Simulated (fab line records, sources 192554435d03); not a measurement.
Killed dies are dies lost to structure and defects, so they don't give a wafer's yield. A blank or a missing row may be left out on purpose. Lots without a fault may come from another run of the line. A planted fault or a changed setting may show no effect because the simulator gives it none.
Chamber matching | flow n5_finfet | N5_BEOL_M0_SAQP_MANDREL_ETCH_103 on rie_si-04: 4 sister chambers
The step etches a-Si in HBr/Cl2, stops on SiCN, target depth 45 nm, bt time 10 s, time 27 s. 18 wafers are shown with their chamber, then 9 later ones without.

WAFERS WITH THEIR CHAMBER
wafer  | chamber | drypump_motor_current_A (A) | throttle_valve_pct (%) | oes_product_au (a.u.)
L074.4 | 0       | 5.0                         | 35.26                  | 0.671
L074.5 | 0       | 5.0                         | 35.26                  | 0.675
L074.6 | 3       | 5.5                         | 35.63                  | 0.693
L078.1 | 0       | 5.0                         | 35.31                  | 0.662
L078.3 | 2       | 5.4                         | 35.58                  | 0.691
L078.6 | 0       | 5.0                         | 35.28                  | 0.681
L080.1 | 3       | 5.4                         | 35.64                  | 0.682
L080.4 | 2       | 5.4                         | 35.55                  | 0.701
L080.5 | 1       | 5.8                         | 35.36                  | 0.710
L088.3 | 2       | 5.4                         | 35.58                  | 0.691
L088.4 | 3       | 5.4                         | 35.63                  | 0.689
L088.6 | 0       | 5.1                         | 35.27                  | 0.666
L089.3 | 3       | 5.4                         | 35.69                  | 0.669
L089.4 | 2       | 5.4                         | 35.60                  | 0.688
L089.6 | 2       | 5.4                         | 35.57                  | 0.701
L094.1 | 2       | 5.4                         | 35.56                  | 0.694
L094.2 | 0       | 5.1                         | 35.28                  | 0.667
L094.6 | 2       | 5.4                         | 35.56                  | 0.710

SIGNATURES (means of the wafers above)
reading                 | chamber 0 | chamber 1 | chamber 2 | chamber 3 | scatter within a chamber
drypump_motor_current_A | 5.033     | 5.800     | 5.400     | 5.425     | 0.0386
throttle_valve_pct      | 35.2767   | 35.3600   | 35.5714   | 35.6475   | 0.0205
oes_product_au          | 0.67033   | 0.71000   | 0.69657   | 0.68325   | 0.00815
Rule: a wafer's distance from a chamber is the root of the sum, over the readings, of the square of ((its reading less the chamber's mean) divided by the reading's scatter). The wafer belongs to the nearest chamber; if the next one is less than 2 further off, it can't be placed. The scatter: the root of (the sum of the squares of (reading less its chamber's mean) over the shown wafers, divided by (wafers less chambers)).

WAFERS WITHOUT THEIR CHAMBER
wafer  | drypump_motor_current_A (A) | throttle_valve_pct (%) | oes_product_au (a.u.)
L095.1 | 5.0                         | 35.28                  | 0.668
L095.3 | 5.4                         | 35.57                  | 0.707
L095.5 | 5.4                         | 35.57                  | 0.688
L096.1 | 5.0                         | 35.29                  | 0.670
L096.2 | 5.7                         | 35.38                  | 0.699
L096.3 | 5.4                         | 35.57                  | 0.694
L097.2 | 5.0                         | 35.28                  | 0.660
L097.4 | 5.4                         | 35.56                  | 0.707
L097.6 | 5.8                         | 35.34                  | 0.709

WHICH CHAMBER EACH WENT THROUGH
wafer  | from the rows above | in truth
L095.1 | 0                   | 0
L095.3 | 2                   | 2
L095.5 | 2                   | 2
L096.1 | 0                   | 0
L096.2 | 1                   | 1
L096.3 | 2                   | 2
L097.2 | 0                   | 0
L097.4 | 2                   | 2
L097.6 | 1                   | 1
Placed correctly: 9 of 9. Can't be placed from these rows: 0. Placed wrongly: 0.
